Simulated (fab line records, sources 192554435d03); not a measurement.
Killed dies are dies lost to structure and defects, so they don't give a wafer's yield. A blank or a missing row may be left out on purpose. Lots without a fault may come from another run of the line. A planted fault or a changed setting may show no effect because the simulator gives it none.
Split-lot experiment | flow n5_finfet | 7 lots, 21 wafers read, on a route of 1938 steps

THE SPLIT
At N5_BEOL_M5_ETCH_62 (etches SOC in N2/H2, target depth 75 nm, overetch 15 nm, time 112.5 s), the setting source_w was moved away from the recipe's 840 W on 10 of the 21 wafers read, by -14.5% to +15.0%. The other wafers ran this setting at the recipe's value.

The reading is taken at the split's own step.

THE READING
rf_vpp_V, in V, at N5_BEOL_M5_ETCH_62 (etches SOC in N2/H2, target depth 75 nm, overetch 15 nm, time 112.5 s). Fault-free wafers of this fab line usually give 524.6 V, standard deviation 2.7 V.

wafer  | tool, chamber at the split | source_w as run, W | against the recipe | rf_vpp_V, V | against lot-mates on the recipe
L075.1 | rie_diel-01, 1             | 840                | recipe             | 521.1       | -
L075.3 | rie_diel-01, 2             | 731.6              | -12.9%             | 545.2       | +24.1
L075.5 | rie_diel-01, 2             | 731.6              | -12.9%             | 545.5       | +24.4
L078.3 | rie_diel-04, 0             | 840                | recipe             | 523.5       | -
L078.4 | rie_diel-04, 2             | 901.8              | +7.4%              | 515.7       | -7.8
L078.6 | rie_diel-04, 3             | 901.8              | +7.4%              | 517.0       | -6.5
L083.4 | rie_diel-04, 2             | 840                | recipe             | 528.1       | -
L083.5 | rie_diel-04, 3             | 840                | recipe             | 528.3       | -
L083.6 | rie_diel-04, 2             | 840                | recipe             | 527.8       | -
L082.1 | rie_diel-05, 0             | 840                | recipe             | 524.1       | -
L082.3 | rie_diel-05, 3             | 840                | recipe             | 526.4       | -
L082.5 | rie_diel-05, 0             | 768.2              | -8.5%              | 541.7       | +16.5
L084.1 | rie_diel-04, 1             | 840                | recipe             | 526.8       | -
L084.4 | rie_diel-04, 0             | 840                | recipe             | 523.6       | -
L084.5 | rie_diel-04, 1             | 762                | -9.3%              | 544.6       | +19.4
L087.1 | rie_diel-05, 2             | 717.9              | -14.5%             | 551.4       | no lot-mate on the recipe
L087.2 | rie_diel-05, 3             | 717.9              | -14.5%             | 553.0       | no lot-mate on the recipe
L087.4 | rie_diel-05, 0             | 717.9              | -14.5%             | 553.2       | no lot-mate on the recipe
L093.1 | rie_diel-01, 0             | 966                | +15.0%             | 503.1       | -18.8
L093.4 | rie_diel-01, 3             | 840                | recipe             | 523.5       | -
L093.5 | rie_diel-01, 1             | 840                | recipe             | 520.3       | -

THE FIT
A straight line over all 21 wafers: rf_vpp_V changes by -1.68 V for each +1% of source_w; r = -0.98; the points scatter about the line by 2.8 V.
The same after taking each lot's own level away (the mean of its wafers on the recipe; 18 wafers): -1.59 V for each +1%; r = -0.98; scatter 2.4 V.
On that fit, the largest move of source_w shifts the reading by 24 V.
The lots' own levels span 521.10 to 528.07 V, that is 2.6 times the standard deviation above.
So the lot-to-lot level changes the slope little: the two slopes agree.
Check: with one of the wafers moved furthest among these (+15.0%) left out of the fit, the line predicts -24.1 V for it against its lot-mates. It came out at -18.8 V against them.
Tool readings at the split's step, against how far the setting was moved: rf_vpp_V r = -0.98.

OTHER SPLITS ON THESE WAFERS
These wafers also went through other splits before the reading. Each is held against what the fit with the lots' levels taken away leaves over:
other split on the same wafers             | wafers away from the commonest value | r with rf_vpp_V (lot level and that fit taken away)
N5_BEOL_M4_ALD_84 co_reactant_pulse_time_s | 8                                    | +0.36
N5_BEOL_M5_COAT_05 spin_rpm                | 5                                    | +0.33

THE WHOLE CHAIN: every reading that the file lists as answering this split, in the file's order
step               | what it does                                                          | reading                                                                          | change (the file's fit)               | r (the file's)
N5_BEOL_M5_ETCH_62 | etches SOC in N2/H2, target depth 75 nm, overetch 15 nm, time 112.5 s | rf_vpp_V                                                                         | -1.6 V for each +1% of the setting    | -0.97
N5_BEOL_M5_ETCH_62 | etches SOC in N2/H2, target depth 75 nm, overetch 15 nm, time 112.5 s | SiARC_of_BEOL_M5_COAT_60.thk_nm (the simulator's own value, which no gauge read) | -0.033 nm for each +1% of the setting | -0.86

THE FILE'S OWN FIT
rf_vpp_V changes by -1.6 V for each +1% of source_w, r = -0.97.
